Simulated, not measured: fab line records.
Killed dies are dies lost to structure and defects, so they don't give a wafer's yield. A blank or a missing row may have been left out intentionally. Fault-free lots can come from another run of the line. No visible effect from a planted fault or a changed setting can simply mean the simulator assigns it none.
2 desks looking at one fault | flow n5-finfet | every desk sees just its own numbers, and what lay behind them comes last

## AT THE TOOL OWNER'S DESK: rie-si-06
The tool's own readings at N5_SD_EPI_P_SD_RECESS_17 (chemistry HBr/Cl2/O2, target depth 39.1 nm, bt time 3 s): means of the sampled wafers that have a number, for each lot that ran on this tool. Marked OUT: a lot whose mean sits more than 4 standard deviations from the usual mean, which makes it out of limits; the brackets give that distance.
Columns: A = O2_flow_sccm at N5_SD_EPI_P_SD_RECESS_17, usual 12.00 sccm; B = drypump-motor-current-A at N5_SD_EPI_P_SD_RECESS_17, usual 5.8 A; C = oes-product-au at N5_SD_EPI_P_SD_RECESS_17, usual 1.001 a.u.; D = rf-fwd-power-W at N5_SD_EPI_P_SD_RECESS_17, usual 795.3 W; E = throttle-valve-pct at N5_SD_EPI_P_SD_RECESS_17, usual 37.06 %
lot  | first seen here | A     | B   | C                | D     | E
L683 | day 5 10:11     | 11.99 | 5.8 | 1.006            | 796.2 | 36.85
L686 | day 6 02:29     | 11.98 | 5.7 | 1.003            | 795.1 | 36.96
L689 | day 6 21:06     | 12.03 | 5.6 | 0.940 (-4.7) OUT | 795.1 | 37.02
L692 | day 7 11:11     | 11.97 | 5.5 | 0.939 (-4.7) OUT | 796.6 | 37.08
Finding of this desk: L689, L692 out of limits; the first was L689 at day 6 21:06, on oes-product-au at N5_SD_EPI_P_SD_RECESS_17. L683, L686 stayed within limits.

## FROM THE METROLOGY DESK
What the gauges read, lot by lot, whatever tool the lot ran on: means of the sampled wafers that have a number. Marked OUT: a lot whose mean sits more than 4 standard deviations from the usual mean, which makes it out of limits; the brackets give that distance. It has 14 readings, of which 7 appear: the earliest out of limits, and the ones furthest out on some lot.
Columns: A = CJ_P at N5_BEOL_M4_RC_MEAS_101, usual 5.82; B = IOFF_P at N5_BEOL_M4_RC_MEAS_101, usual 0.21 nA/um; C = ION_P at N5_BEOL_M4_RC_MEAS_101, usual 462 uA/um; D = REXT_P at N5_BEOL_M4_RC_MEAS_101, usual 99.3 ohm.um; E = VT_N at N5_BEOL_M4_RC_MEAS_101, usual 249 mV; F = VT_P at N5_BEOL_M4_RC_MEAS_101, usual -251 mV; G = VT_P_LVT at N5_BEOL_M4_RC_MEAS_101, usual -98.7 mV
lot  | first seen here | A              | B    | C              | D                | E   | F    | G
L679 | day 4 05:06     | 5.73           | 0.20 | 468            | 99.3             | 250 | -248 | -93.8
L683 | day 5 09:14     | 5.85           | 0.16 | 456            | 97.1             | 254 | -256 | -101.3
L686 | day 6 01:45     | 6.09           | 0.17 | 454            | 101.6            | 255 | -253 | -101.1
L687 | day 6 04:44     | 5.45           | 0.21 | 460            | 95.4             | 250 | -253 | -101.6
L689 | day 6 20:21     | 3.18 (-11) OUT | 0.16 | 400 (-8.7) OUT | 110.4 (+4.8) OUT | 248 | -259 | -106.0
L690 | day 7 02:19     | 5.91           | 0.18 | 461            | 98.1             | 254 | -252 | -101.6
L692 | day 7 10:26     | 3.07 (-12) OUT | 0.15 | 402 (-8.4) OUT | 110.8 (+5.0) OUT | 247 | -259 | -106.3
L696 | day 8 11:01     | 5.81           | 0.19 | 460            | 102.5            | 248 | -254 | -98.4
L697 | day 8 16:39     | 5.94           | 0.19 | 460            | 97.9             | 247 | -252 | -101.1
This desk's finding: out of limits on L689, L692; first on L689, day 12 18:41 (CJ_P at N5_BEOL_M4_RC_MEAS_101). L679, L683, L686, L687, L690, L696, L697 stayed within limits.

## TAKEN TOGETHER
The tool owner's desk had the chance to raise an alarm at day 6 21:06 on L689, L692.
At day 12 18:41 the metrology desk could have sounded an alarm, on L689, L692.
Every lot named ran N5_SD_EPI_P_SD_RECESS_17 on rie-si-06.

## WHAT WAS PUT IN BY THE SIMULATOR
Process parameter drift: rie-si-06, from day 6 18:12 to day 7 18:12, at N5_SD_EPI_P_SD_RECESS_17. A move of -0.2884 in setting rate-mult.
Lots struck among those shown: L689, L692.
Counting hours from when the fault started, the first reading out of limits came at 3 for the tool owner's desk and at 144 for the metrology desk.
